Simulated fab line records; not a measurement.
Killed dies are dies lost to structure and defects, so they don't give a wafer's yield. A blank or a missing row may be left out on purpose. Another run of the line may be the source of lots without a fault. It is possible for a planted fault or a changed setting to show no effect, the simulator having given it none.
Which tool did it? ; flow n5-finfet ; Sampling: 11 lots, 31 wafers, 4 of 1938 route steps

## WHAT EACH GAUGE READ, for each wafer
N5_MIM_TOP_LITHO_CD_MEAS_08: target cd 2000 nm.
lot;measured;on;cd-nm (nm)
L410;day 12 07:00;cd-sem-03;1999.1 1999.2 2002.8
L412;day 12 17:25;cd-sem-03;1998.3 1998.8 2000.7
L415;day 13 11:52;cd-sem-01;1998.4 1997.1 1996.8
L416;day 14 01:56;cd-sem-01;1994.7 1973.8
L421;day 15 07:22;cd-sem-03;1978.0 1997.2
L424;day 16 20:46;cd-sem-01;1995.2 1997.1 1998.9
L428;day 17 10:17;cd-sem-03;1995.3 1996.4 1997.3
L426;day 17 17:07;cd-sem-01;1995.6 1998.9 1996.9
L429;day 17 17:36;cd-sem-03;2002.2 1996.7 2000.8
L430;day 18 02:29;cd-sem-01;1998.4 2001.9 1992.8
L431;day 18 15:39;cd-sem-02;2005.0 2000.9 1997.2

N5_MIM_TOP_LITHO_INSPECT_12: inspects for defects (macro).
lot;measured;on;raw-defect-count
L410;day 12 07:03;defect-inspect-01;2 3 3
L412;day 12 17:28;defect-inspect-02;3 3 3
L415;day 13 11:55;defect-inspect-01;1 2 3
L416;day 14 01:59;defect-inspect-01;1 1
L421;day 15 07:26;defect-inspect-02;1 6
L424;day 16 20:49;defect-inspect-02;1 2 2
L428;day 17 10:20;defect-inspect-02;3 0 3
L426;day 17 17:11;defect-inspect-01;2 2 4
L429;day 17 17:39;defect-inspect-01;0 0 3
L430;day 18 02:32;defect-inspect-02;1 2 2
L431;day 18 15:43;defect-inspect-02;1 2 2

## WHAT TOOL EACH LOT RAN ON (gives the tool, then ch and the chambers of the sampled wafers, and finally the start)
lot;N5_BEOL_M15_PRE_CLEAN_42;N5_MIM_TOP_LITHO_EXPOSE_05
L410;pvd-sputter-01, day 11 22:54;krf-scanner-02 ch 0, day 12 06:49
L412;pvd-sputter-01, day 12 09:13;krf-scanner-02 ch 0, day 12 17:14
L415;pvd-sputter-01, day 13 07:20;krf-scanner-01 ch 0, day 13 11:41
L416;pvd-sputter-03, day 13 21:04;krf-scanner-02 ch 0, day 14 01:46
L421;pvd-sputter-02, day 15 01:46;krf-scanner-02 ch 0, day 15 07:12
L424;pvd-sputter-02, day 16 15:10;krf-scanner-01 ch 0, day 16 20:36
L428;pvd-sputter-02, day 17 05:10;krf-scanner-01 ch 0, day 17 10:07
L426;pvd-sputter-01, day 17 08:53;krf-scanner-02 ch 0, day 17 16:57
L429;pvd-sputter-01, day 17 10:55;krf-scanner-02 ch 0, day 17 17:26
L430;pvd-sputter-03, day 17 19:47;krf-scanner-01 ch 0, day 18 02:18
L431;pvd-sputter-01, day 18 10:43;krf-scanner-01 ch 0, day 18 15:29
- N5_BEOL_M15_PRE_CLEAN_42: time 30 s.
- N5_MIM_TOP_LITHO_EXPOSE_05: exposes mask MIM TOP, target cd 2000 nm.

## AS READ BY THE TOOLS THEMSELVES (means over the sampled wafers that have a number; for cases with no such wafer, the mark the record gives instead)
N5_BEOL_M15_PRE_CLEAN_42.
lot;tool;heater-power-w (W)
L410;pvd-sputter-01;452
L412;pvd-sputter-01;460
L415;pvd-sputter-01;419
L416;pvd-sputter-03;430
L421;pvd-sputter-02;470
L424;pvd-sputter-02;492
L428;pvd-sputter-02;481
L426;pvd-sputter-01;421
L429;pvd-sputter-01;443
L430;pvd-sputter-03;466
L431;pvd-sputter-01;425

## THE ANSWER, worked out from the rows above alone
Rule: the usual values come from the lots themselves. The widest of any qualifying gaps counts: lots, ordered by their means at a reading, are off when they make up no more than a third of the lots, leave a main group of 4 or more, and stand apart from it by 3 or more times the standard deviation of that group's means. A main group is skipped when, at the precision printed for the reading in the tables above, its means are all equal. Also off: a lot with no number at a reading for which 4 or more lots have one. The other lots that the step has rows for count as sound. First the gauges in route order, then the tools' own readings, where a lot's mean is used as printed above. The first step at which some lot is off is used, and at that step the reading that is off furthest; a lot without a number counts as furthest.
Off, at N5_MIM_TOP_LITHO_CD_MEAS_08 on cd-nm: L416, L421. The main group has a mean of 1998.5 nm with a standard deviation of 1.6.
If a tool, at a process step before that reading, ran all the lots that are off and no sound lot after the first of them, it fits. Those tools and the gauges at N5_MIM_TOP_LITHO_CD_MEAS_08 are tried in the same way. No candidate that was tried fits.

## WHAT WAS PUT IN BY THE SIMULATOR
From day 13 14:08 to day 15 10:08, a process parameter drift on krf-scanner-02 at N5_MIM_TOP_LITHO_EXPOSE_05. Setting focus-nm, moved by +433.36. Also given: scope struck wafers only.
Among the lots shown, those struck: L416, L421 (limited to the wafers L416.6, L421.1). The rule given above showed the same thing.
